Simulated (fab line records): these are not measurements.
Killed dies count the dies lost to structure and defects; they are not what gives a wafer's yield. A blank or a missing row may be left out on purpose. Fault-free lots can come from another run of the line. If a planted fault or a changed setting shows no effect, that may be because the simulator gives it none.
Which tool was responsible? | flow n5Finfet | 23 lots, 69 wafers sampled, at 6 steps of a route of 1938

WHAT THE GAUGES SHOWED, per wafer
N5_BEOL_M4_INSPECT_13: inspects for defects (brightfield).
lot  | measured     | on               | rawDefectCount
L074 | day 7 14:32  | defectInspect-02 | 299 237 372
L076 | day 7 17:50  | defectInspect-02 | 344 529 509
L075 | day 7 20:50  | defectInspect-02 | 544 623 482
L077 | day 8 00:48  | defectInspect-02 | 432 342 355
L078 | day 8 05:25  | defectInspect-01 | 391 403 399
L079 | day 8 14:04  | defectInspect-01 | 502 391 430
L080 | day 9 04:28  | defectInspect-02 | 600 463 558
L082 | day 9 09:40  | defectInspect-02 | 310 261 257
L081 | day 9 09:51  | defectInspect-01 | 222 267 243
L083 | day 9 16:19  | defectInspect-02 | 294 458 433
L084 | day 10 04:42 | defectInspect-02 | 424 322 381
L085 | day 10 10:35 | defectInspect-01 | 197 305 312
L086 | day 10 13:53 | defectInspect-02 | 391 274 385
L087 | day 10 19:00 | defectInspect-02 | 617 419 609
L088 | day 10 19:22 | defectInspect-02 | 335 367 345
L089 | day 11 03:25 | defectInspect-02 | 420 318 408
L090 | day 11 08:44 | defectInspect-01 | 293 318 330
L091 | day 12 02:28 | defectInspect-01 | 219 392 335
L092 | day 12 03:36 | defectInspect-01 | 444 421 394
L093 | day 12 06:55 | defectInspect-02 | 485 382 464
L095 | day 12 11:37 | defectInspect-02 | 366 444 362
L096 | day 12 16:49 | defectInspect-02 | 430 402 308
L094 | day 12 18:26 | defectInspect-01 | 576 496 452

N5_BEOL_M5_CD_MEAS_18: pitch 56 nm, target cd 28 nm.
lot  | measured     | on       | cdNm (nm)
L074 | day 8 01:33  | cdSem-01 | 28.2 28.2 28.2
L076 | day 8 05:20  | cdSem-01 | 28.4 28.1 28.3
L075 | day 8 08:31  | cdSem-02 | 27.7 28.2 27.7
L077 | day 8 14:15  | cdSem-02 | 28.0 28.4 28.0
L078 | day 8 16:35  | cdSem-01 | 28.2 27.9 27.8
L079 | day 9 02:05  | cdSem-02 | 27.7 27.7 27.7
L080 | day 9 15:05  | cdSem-03 | 27.9 27.7 27.8
L082 | day 9 20:24  | cdSem-02 | 27.6 27.9 27.8
L081 | day 9 20:34  | cdSem-02 | 28.0 28.2 28.3
L083 | day 10 05:25 | cdSem-03 | 28.2 28.1 28.6
L084 | day 10 14:28 | cdSem-02 | 27.8 28.5 28.1
L085 | day 10 23:29 | cdSem-01 | 28.2 28.2 28.0
L086 | day 11 03:32 | cdSem-03 | 28.2 28.2 28.9
L087 | day 11 06:58 | cdSem-03 | 28.3 27.8 28.4
L088 | day 11 08:07 | cdSem-03 | 27.4 27.5 27.6
L089 | day 11 18:08 | cdSem-03 | 28.4 28.0 27.5
L090 | day 12 03:05 | cdSem-03 | 28.4 28.0 28.4
L091 | day 12 13:04 | cdSem-03 | 28.3 28.3 28.0
L092 | day 12 16:03 | cdSem-01 | 28.1 28.0 28.8
L093 | day 13 04:48 | cdSem-03 | 28.4 28.8 28.4
L095 | day 13 11:24 | cdSem-01 | 28.6 28.2 27.9
L096 | day 13 13:34 | cdSem-02 | 29.0 28.6 28.5
L094 | day 13 16:15 | cdSem-01 | 28.0 28.3 27.8

TOOL THAT RAN EACH LOT (tool first, then ch and the chambers of the sampled wafers, then the start)
lot  | N5_BEOL_M4_ETCH_64                | N5_BEOL_M4_ETCHBACK_99            | N5_BEOL_M4_SPUTTER_88       | N5_BEOL_M5_DESCUM_16
L074 | rieDiel-01 ch 0,2,3, day 7 14:38  | rieDiel-06 ch 0,1,2, day 7 16:59  | pvdSputter-01, day 7 19:16  | rieDiel-04 ch 0,2,3, day 8 01:08
L076 | rieDiel-01 ch 0,2, day 7 17:57    | rieDiel-06 ch 0,1,2, day 7 20:33  | pvdSputter-01, day 7 23:19  | rieDiel-05 ch 2,3, day 8 04:54
L075 | rieDiel-01 ch 0,1, day 7 20:56    | rieDiel-03 ch 1,2, day 7 23:46    | pvdSputter-03, day 8 03:19  | rieDiel-05 ch 0,2,3, day 8 08:03
L077 | rieDiel-03 ch 1,2, day 8 01:09    | rieDiel-01 ch 1,2,3, day 8 06:07  | pvdSputter-02, day 8 09:08  | rieDiel-02 ch 0,2,3, day 8 13:49
L078 | rieDiel-06 ch 0,1,3, day 8 05:34  | rieDiel-01 ch 1,2, day 8 07:13    | pvdSputter-01, day 8 11:27  | rieDiel-05 ch 0,2,3, day 8 16:10
L079 | rieDiel-03 ch 0,2,3, day 8 14:10  | rieDiel-03 ch 0,1,3, day 8 17:18  | pvdSputter-03, day 8 20:26  | rieDiel-04 ch 1,3, day 9 01:39
L080 | rieDiel-01 ch 0,1,2, day 9 04:34  | rieDiel-01 ch 0,1,2, day 9 06:50  | pvdSputter-02, day 9 09:20  | rieDiel-05 ch 0,1,3, day 9 14:39
L082 | rieDiel-03 ch 0,2,3, day 9 09:47  | rieDiel-01 ch 0,1,3, day 9 11:10  | pvdSputter-01, day 9 13:53  | rieDiel-04 ch 1,3, day 9 19:57
L081 | rieDiel-01 ch 0,2,3, day 9 09:58  | rieDiel-03 ch 0,1, day 9 11:17    | pvdSputter-02, day 9 14:46  | rieDiel-05 ch 0,2, day 9 20:06
L083 | rieDiel-06 ch 0,1,2, day 9 16:26  | rieDiel-01 ch 0,1,3, day 9 19:05  | pvdSputter-02, day 9 21:50  | rieDiel-04 ch 2,3, day 10 04:57
L084 | rieDiel-06 ch 1,3, day 10 04:52   | rieDiel-01 ch 0,1, day 10 06:41   | pvdSputter-01, day 10 08:53 | rieDiel-04 ch 0,3, day 10 14:01
L085 | rieDiel-06 ch 1,2, day 10 10:41   | rieDiel-03 ch 0,3, day 10 13:15   | pvdSputter-01, day 10 18:07 | rieDiel-02 ch 0,1,3, day 10 23:03
L086 | rieDiel-06 ch 1,2, day 10 13:59   | rieDiel-01 ch 0,1,3, day 10 18:13 | pvdSputter-02, day 10 20:47 | rieDiel-05 ch 1,3, day 11 02:56
L087 | rieDiel-01 ch 0,2,3, day 10 19:07 | rieDiel-01 ch 0,1,3, day 10 22:17 | pvdSputter-01, day 11 00:55 | rieDiel-04 ch 0,3, day 11 06:32
L088 | rieDiel-06 ch 0,2,3, day 10 19:28 | rieDiel-03 ch 2,3, day 10 22:35   | pvdSputter-03, day 11 02:50 | rieDiel-05 ch 0,2, day 11 07:40
L089 | rieDiel-06 ch 0,2,3, day 11 03:32 | rieDiel-06 ch 0,1,2, day 11 07:52 | pvdSputter-01, day 11 12:03 | rieDiel-02 ch 0,2,3, day 11 17:37
L090 | rieDiel-06 ch 1,2,3, day 11 08:52 | rieDiel-01 ch 0,1, day 11 17:38   | pvdSputter-03, day 11 20:50 | rieDiel-04 ch 0,1, day 12 02:26
L091 | rieDiel-03 ch 0,1,3, day 12 02:35 | rieDiel-03 ch 0,2,3, day 12 04:51 | pvdSputter-02, day 12 08:02 | rieDiel-05 ch 0,1,3, day 12 12:38
L092 | rieDiel-01 ch 0,1,2, day 12 03:46 | rieDiel-01 ch 1,2,3, day 12 05:05 | pvdSputter-03, day 12 09:43 | rieDiel-02 ch 0,2,3, day 12 15:37
L093 | rieDiel-03 ch 0,2,3, day 12 07:07 | rieDiel-06 ch 0,1,3, day 12 20:10 | pvdSputter-02, day 12 23:29 | rieDiel-05 ch 0,2,3, day 13 04:22
L095 | rieDiel-03 ch 2,3, day 12 11:49   | rieDiel-06 ch 0,1,2, day 13 04:29 | pvdSputter-02, day 13 06:34 | rieDiel-04 ch 0,1,2, day 13 10:59
L096 | rieDiel-06 ch 0,1,3, day 12 16:56 | rieDiel-03 ch 1,2,3, day 13 06:11 | pvdSputter-02, day 13 08:32 | rieDiel-02 ch 0,1,2, day 13 12:58
L094 | rieDiel-06 ch 1,2,3, day 12 18:32 | rieDiel-03 ch 0,2,3, day 13 07:20 | pvdSputter-02, day 13 10:37 | rieDiel-05 ch 2,3, day 13 15:49
- N5_BEOL_M4_ETCH_64: etches SOC in N2/H2, target depth 75 nm, overetch 22.5 nm, time 121.9 s.
- N5_BEOL_M4_ETCHBACK_99: etches SiO2 in CHF3, target depth 5 nm, time 10.4 s.
- N5_BEOL_M4_SPUTTER_88: material Cu, target thk 4.5 nm, time 8.29 s.
- N5_BEOL_M5_DESCUM_16: chemistry O2, time 7 s.

WHAT THE TOOLS THEMSELVES READ (means of the sampled wafers that have a number; where no wafer has one, the mark that the record gives instead)
N5_BEOL_M4_ETCH_64.
lot  | tool       | drypumpMotorCurrentA (A) | oesProductAu (a.u.) | rfFwdPowerW (W) | rfVppV (V) | showerheadPlenumPTorr (Torr) | throttleValvePct (%)
L074 | rieDiel-01 | 5.8                      | 0.53                | 836.1           | 523.8      | 2.55                         | 18.08
L076 | rieDiel-01 | 6.2                      | 0.53                | 837.0           | 524.5      | 2.58                         | 18.07
L075 | rieDiel-01 | 6.6                      | 0.57                | 837.2           | 524.3      | 2.60                         | 17.85
L077 | rieDiel-03 | 5.8                      | 0.67                | 834.8           | 522.9      | 2.52                         | 17.77
L078 | rieDiel-06 | 5.7                      | 0.61                | 833.7           | 526.1      | 2.64                         | 17.91
L079 | rieDiel-03 | 5.6                      | 0.70                | 835.1           | 525.3      | 2.56                         | 17.72
L080 | rieDiel-01 | 6.1                      | 0.63                | 836.0           | 524.0      | 2.56                         | 17.68
L082 | rieDiel-03 | 5.6                      | 0.69                | 835.2           | 524.4      | 2.56                         | 17.73
L081 | rieDiel-01 | 5.8                      | 0.59                | 836.5           | 522.1      | 2.55                         | 17.93
L083 | rieDiel-06 | 5.6                      | 0.67                | 836.7           | 526.5      | 2.66                         | 17.75
L084 | rieDiel-06 | 5.9                      | 0.62                | 836.8           | 526.3      | 2.64                         | 17.82
L085 | rieDiel-06 | 5.9                      | 0.68                | 839.3           | 527.0      | 2.67                         | 17.62
L086 | rieDiel-06 | 5.7                      | 0.70                | 838.6           | 526.6      | 2.64                         | 17.68
L087 | rieDiel-01 | 5.8                      | 0.65                | 834.6           | 523.0      | 2.54                         | 17.80
L088 | rieDiel-06 | 5.5                      | 0.63                | 835.7           | 525.4      | 2.60                         | 18.03
L089 | rieDiel-06 | 5.4                      | 0.61                | 835.5           | 524.7      | 2.60                         | 18.05
L090 | rieDiel-06 | 5.7                      | 0.64                | 836.9           | 525.4      | 2.61                         | 17.91
L091 | rieDiel-03 | 5.9                      | 0.66                | 837.7           | 523.0      | 2.51                         | 17.74
L092 | rieDiel-01 | 6.1                      | 0.66                | 834.6           | 523.9      | 2.55                         | 17.57
L093 | rieDiel-03 | 5.6                      | 0.66                | 836.4           | 524.6      | 2.55                         | 17.77
L095 | rieDiel-03 | 5.7                      | 0.66                | 836.4           | 523.1      | 2.52                         | 17.65
L096 | rieDiel-06 | 5.6                      | 0.59                | 838.5           | 526.7      | 2.62                         | 18.00
L094 | rieDiel-06 | 5.8                      | 0.63                | 836.2           | 525.2      | 2.60                         | 17.92

N5_BEOL_M4_ETCHBACK_99.
lot  | tool       | drypumpMotorCurrentA (A) | oesProductAu (a.u.) | rfFwdPowerW (W) | rfVppV (V) | showerheadPlenumPTorr (Torr) | throttleValvePct (%)
L074 | rieDiel-06 | 5.6                      | 0.79                | 211.3           | 244        | 2.26                         | 17.14
L076 | rieDiel-06 | 5.6                      | 0.80                | 212.3           | 242        | 2.26                         | 17.15
L075 | rieDiel-03 | 5.5                      | 0.88                | 213.5           | 237        | 2.17                         | 17.07
L077 | rieDiel-01 | 5.7                      | 0.75                | 210.7           | 238        | 2.14                         | 17.09
L078 | rieDiel-01 | 6.0                      | 0.81                | 210.9           | 239        | 2.16                         | 16.94
L079 | rieDiel-03 | 5.9                      | 0.92                | 211.1           | 238        | 2.14                         | 16.92
L080 | rieDiel-01 | 6.1                      | 0.83                | 211.2           | 237        | 2.17                         | 16.98
L082 | rieDiel-01 | 6.2                      | 0.83                | 211.7           | 239        | 2.17                         | 16.94
L081 | rieDiel-03 | 5.9                      | 0.87                | 212.0           | 238        | 2.14                         | 17.12
L083 | rieDiel-01 | 6.2                      | 0.82                | 212.4           | 238        | 2.17                         | 16.95
L084 | rieDiel-01 | 6.5                      | 0.87                | 212.0           | 240        | 2.19                         | 16.79
L085 | rieDiel-03 | 5.8                      | 0.90                | 211.2           | 241        | 2.16                         | 16.93
L086 | rieDiel-01 | 6.2                      | 0.82                | 211.9           | 239        | 2.16                         | 16.98
L087 | rieDiel-01 | 6.2                      | 0.82                | 212.3           | 238        | 2.16                         | 16.98
L088 | rieDiel-03 | 5.6                      | 0.90                | 211.5           | 235        | 2.12                         | 16.78
L089 | rieDiel-06 | 5.6                      | 0.85                | 212.1           | 243        | 2.25                         | 17.02
L090 | rieDiel-01 | 6.6                      | 0.87                | 212.9           | 239        | 2.19                         | 16.85
L091 | rieDiel-03 | 5.6                      | 0.87                | 212.4           | 239        | 2.15                         | 16.96
L092 | rieDiel-01 | 5.7                      | 0.91                | 211.3           | 237        | 2.13                         | 16.85
L093 | rieDiel-06 | 5.6                      | 0.78                | 211.9           | 241        | 2.22                         | 17.21
L095 | rieDiel-06 | 5.6                      | 0.83                | 212.4           | 243        | 2.24                         | 17.05
L096 | rieDiel-03 | 5.7                      | 0.84                | 212.5           | 237        | 2.13                         | 16.99
L094 | rieDiel-03 | 5.6                      | 0.86                | 212.6           | 238        | 2.15                         | 16.98

N5_BEOL_M4_SPUTTER_88.
lot  | tool          | chuckGasFlowSccm (sccm) | throttleValvePct (%)
L074 | pvdSputter-01 | 1.27                    | 29.8
L076 | pvdSputter-01 | 1.30                    | 30.3
L075 | pvdSputter-03 | 1.22                    | 29.1
L077 | pvdSputter-02 | 1.25                    | 29.0
L078 | pvdSputter-01 | 1.26                    | 30.2
L079 | pvdSputter-03 | 1.28                    | 30.4
L080 | pvdSputter-02 | 1.21                    | 29.1
L082 | pvdSputter-01 | 1.25                    | 29.9
L081 | pvdSputter-02 | 1.32                    | 29.3
L083 | pvdSputter-02 | 1.23                    | 28.8
L084 | pvdSputter-01 | 1.29                    | 30.3
L085 | pvdSputter-01 | 1.30                    | 30.9
L086 | pvdSputter-02 | 1.27                    | 28.8
L087 | pvdSputter-01 | 1.26                    | 30.6
L088 | pvdSputter-03 | 1.29                    | 31.0
L089 | pvdSputter-01 | 1.33                    | 30.4
L090 | pvdSputter-03 | 1.25                    | 29.3
L091 | pvdSputter-02 | 1.25                    | 29.0
L092 | pvdSputter-03 | 1.26                    | 30.4
L093 | pvdSputter-02 | 1.23                    | 29.1
L095 | pvdSputter-02 | 1.31                    | 29.3
L096 | pvdSputter-02 | 1.25                    | 28.8
L094 | pvdSputter-02 | 1.25                    | 29.1

N5_BEOL_M5_DESCUM_16.
lot  | tool       | drypumpMotorCurrentA (A) | oesProductAu (a.u.) | rfFwdPowerW (W) | rfVppV (V) | showerheadPlenumPTorr (Torr) | throttleValvePct (%)
L074 | rieDiel-04 | 5.5                      | 0.77                | 49.10           | 243.7      | 2.19                         | 20.48
L076 | rieDiel-05 | 6.4                      | 0.83                | 49.34           | 242.7      | 2.03                         | 20.35
L075 | rieDiel-05 | 6.1                      | 0.80                | 49.21           | 243.5      | 2.08                         | 20.35
L077 | rieDiel-02 | 6.1                      | 0.77                | 49.40           | 242.5      | 2.05                         | 20.54
L078 | rieDiel-05 | 6.1                      | 0.80                | 49.26           | 242.9      | 2.08                         | 20.36
L079 | rieDiel-04 | 5.4                      | 0.76                | 49.23           | 244.1      | 2.18                         | 20.21
L080 | rieDiel-05 | 5.8                      | 0.76                | 49.17           | 242.8      | 2.06                         | 20.33
L082 | rieDiel-04 | 5.4                      | 0.83                | 49.25           | 244.6      | 2.21                         | 20.20
L081 | rieDiel-05 | 5.8                      | 0.76                | 49.24           | 243.7      | 2.12                         | 20.38
L083 | rieDiel-04 | 5.6                      | 0.76                | 49.01           | 244.1      | 2.18                         | 20.40
L084 | rieDiel-04 | 5.4                      | 0.94                | 49.36           | 245.1      | 2.17                         | 20.42
L085 | rieDiel-02 | 5.9                      | 0.89                | 49.56           | 243.1      | 2.11                         | 20.26
L086 | rieDiel-05 | 5.8                      | 0.76                | 49.33           | 241.2      | 2.01                         | 20.36
L087 | rieDiel-04 | 5.4                      | 0.92                | 49.39           | 244.3      | 2.17                         | 20.42
L088 | rieDiel-05 | 5.8                      | 0.75                | 49.19           | 244.4      | 2.12                         | 20.39
L089 | rieDiel-02 | 6.0                      | 0.85                | 49.51           | 243.4      | 2.13                         | 20.42
L090 | rieDiel-04 | 5.4                      | 0.94                | 49.32           | 244.7      | 2.13                         | 20.13
L091 | rieDiel-05 | 5.8                      | 0.74                | 49.13           | 242.5      | 2.05                         | 20.38
L092 | rieDiel-02 | 6.0                      | 0.84                | 49.36           | 244.0      | 2.13                         | 20.44
L093 | rieDiel-05 | 6.1                      | 0.77                | 49.31           | 242.6      | 2.07                         | 20.41
L095 | rieDiel-04 | 5.5                      | 0.94                | 49.12           | 243.9      | 2.13                         | 20.18
L096 | rieDiel-02 | 6.0                      | 0.87                | 49.46           | 243.6      | 2.12                         | 20.37
L094 | rieDiel-05 | 6.4                      | 0.82                | 49.48           | 242.5      | 2.04                         | 20.44

THE ANSWER, worked out from the rows above alone
Rule: usual is defined by the lots themselves. Put in order of their means at a reading, lots are off if they are a third of the lots or fewer, leave a main group of 4 or more, and stand apart from it by a gap of 3 or more times the standard deviation of the main group's means; of several such gaps the widest counts. If all means in a main group match to the digits the tables above print for the reading, that group is not used. A lot without any number at a reading at which 4 lots or more have one is off too. Any other lot the step has rows for is counted as sound. Order of review: gauges by route order, followed by the tools' own readings, for which a lot's mean as printed above is used. The first step at which some lot is off is used, and at that step the reading that is off furthest; a lot without a number counts as furthest.
Across all readings shown, no lot is off: no conclusion can be drawn from this.

WHAT THE SIMULATOR HAD INSERTED
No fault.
